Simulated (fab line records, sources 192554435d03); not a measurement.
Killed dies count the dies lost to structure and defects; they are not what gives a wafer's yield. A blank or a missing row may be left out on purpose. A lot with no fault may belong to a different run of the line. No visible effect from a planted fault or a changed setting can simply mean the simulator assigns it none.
Matching of chambers ; flow n5Finfet ; N5_BEOL_M1_CO_CAP_55 on cvdCo-01 has 3 sister chambers
The step material Co, precursor CCTBA/H2, target thk 2 nm, time 102.1 s. 3 wafers are shown with their chamber, then 7 later ones without.

## WAFERS, EACH WITH ITS CHAMBER
wafer;chamber;heaterPowerW (W)
L204.2;0;219
L207.1;1;221
L207.2;2;193

## WAFERS WITHOUT THEIR CHAMBER
wafer;heaterPowerW (W)
L207.6;213
L213.3;211
L213.5;194
L213.6;221
L214.2;218
L214.5;196
L214.6;219

## WHICH CHAMBER EACH ONE RAN IN
wafer;from the rows above;in truth
L207.6;can't be placed: 0 or 1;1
L213.3;can't be placed: 0 or 1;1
L213.5;2;2
L213.6;can't be placed: 1 or 0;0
L214.2;can't be placed: 0 or 1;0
L214.5;2;2
L214.6;can't be placed: 0 or 1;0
2 of 7 placed correctly. Cannot be placed on the basis of these rows: 5; the candidates contain the true chamber in 5. Number placed wrongly: 0.
How it was worked out, from the rows above alone: a wafer's distance from a chamber is the root of the sum, over the readings, of the square of ((its reading less the chamber's mean) divided by the reading's scatter). If the next closest chamber is less than 2 further off than the closest, the wafer can't be placed; otherwise it belongs to the closest. Each chamber's mean is taken over the wafers shown for it. The scatter: root of mean squared gap, hidden wafer to nearest shown wafer, with one shown wafer a chamber.
